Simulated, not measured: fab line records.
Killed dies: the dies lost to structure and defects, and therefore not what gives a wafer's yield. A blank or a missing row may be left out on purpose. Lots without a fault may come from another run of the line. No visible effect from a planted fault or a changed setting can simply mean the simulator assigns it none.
Matching of chambers / flow nand_harc / 4 sister chambers for NHARC_A_STAIRCASE_ETCHBACK_422 on rie_diel-11
The step etches the open film in CH3F/O2, target depth 40 nm, time 74.286 s. 4 wafers are shown with their chamber, then 9 later ones without.

== WAFERS PAIRED WITH THEIR CHAMBERS ==
wafer=L085.1; chamber=2; drypump_motor_current_A (A)=5.4
wafer=L091.2; chamber=3; drypump_motor_current_A (A)=5.5
wafer=L091.3; chamber=1; drypump_motor_current_A (A)=5.9
wafer=L091.6; chamber=0; drypump_motor_current_A (A)=6.1

== WAFERS WITH NO CHAMBER GIVEN ==
wafer=L094.1; drypump_motor_current_A (A)=5.5
wafer=L094.2; drypump_motor_current_A (A)=6.1
wafer=L094.6; drypump_motor_current_A (A)=6.1
wafer=L093.1; drypump_motor_current_A (A)=5.4
wafer=L093.2; drypump_motor_current_A (A)=6.1
wafer=L093.3; drypump_motor_current_A (A)=5.8
wafer=L093.4; drypump_motor_current_A (A)=5.5
wafer=L093.5; drypump_motor_current_A (A)=5.4
wafer=L093.6; drypump_motor_current_A (A)=5.5

== EACH ONE'S CHAMBER ==
wafer=L094.1; from the rows above=3; in truth=3
wafer=L094.2; from the rows above=0; in truth=0
wafer=L094.6; from the rows above=0; in truth=0
wafer=L093.1; from the rows above=2; in truth=2
wafer=L093.2; from the rows above=0; in truth=0
wafer=L093.3; from the rows above=1; in truth=1
wafer=L093.4; from the rows above=3; in truth=3
wafer=L093.5; from the rows above=2; in truth=2
wafer=L093.6; from the rows above=3; in truth=3
Placed correctly: 9 of 9. Left unplaced by these rows: 0. 0 placed wrongly.
How it was worked out, from the rows above alone: a wafer's distance from a chamber is the root of the sum, over the readings, of the square of ((its reading less the chamber's mean) divided by the reading's scatter). If the next closest chamber is less than 2 further off than the closest, the wafer can't be placed; otherwise it belongs to the closest. For every chamber, the mean is computed from those of its wafers that are shown. The scatter: root of mean squared gap, hidden wafer to nearest shown wafer, with one shown wafer a chamber.
